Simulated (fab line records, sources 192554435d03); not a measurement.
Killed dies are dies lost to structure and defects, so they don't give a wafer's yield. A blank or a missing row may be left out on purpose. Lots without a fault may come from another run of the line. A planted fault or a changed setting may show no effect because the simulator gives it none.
Chamber matching | flow n5_finfet | N5_BEOL_M4_ALD_98 on ald_sin-01: 4 sister chambers
The step deposits SiO2, target thk 2.5 nm, pulse time 1 s, co reactant pulse time 1 s. 4 wafers are shown with their chamber, then 8 later ones without.

WAFERS WITH THEIR CHAMBER
wafer  | chamber | heater_power_w (W)
L084.3 | 1       | 99
L087.3 | 2       | 75
L087.4 | 3       | 70
L091.1 | 0       | 68

WAFERS WITHOUT THEIR CHAMBER
wafer  | heater_power_w (W)
L091.2 | 98
L091.6 | 70
L092.3 | 100
L092.4 | 71
L092.5 | 72
L094.2 | 73
L094.5 | 68
L094.6 | 99

WHICH CHAMBER EACH WENT THROUGH
wafer  | from the rows above          | in truth
L091.2 | 1                            | 1
L091.6 | can't be placed: 3 or 0      | 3
L092.3 | 1                            | 1
L092.4 | can't be placed: 3 or 0      | 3
L092.5 | can't be placed: 3 or 2 or 0 | 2
L094.2 | can't be placed: 2 or 3      | 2
L094.5 | can't be placed: 0 or 3      | 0
L094.6 | 1                            | 1
Placed correctly: 3 of 8. Can't be placed from these rows: 5 (the true chamber is among the candidates in 5). Placed wrongly: 0.
How it was worked out, from the rows above alone: a wafer's distance from a chamber is the root of the sum, over the readings, of the square of ((its reading less the chamber's mean) divided by the reading's scatter). The wafer belongs to the nearest chamber; if the next one is less than 2 further off, it can't be placed. A chamber's mean is the mean of its shown wafers. The scatter: with one shown wafer a chamber, the root of the mean of the squares of how far each hidden wafer lies from its nearest shown one.
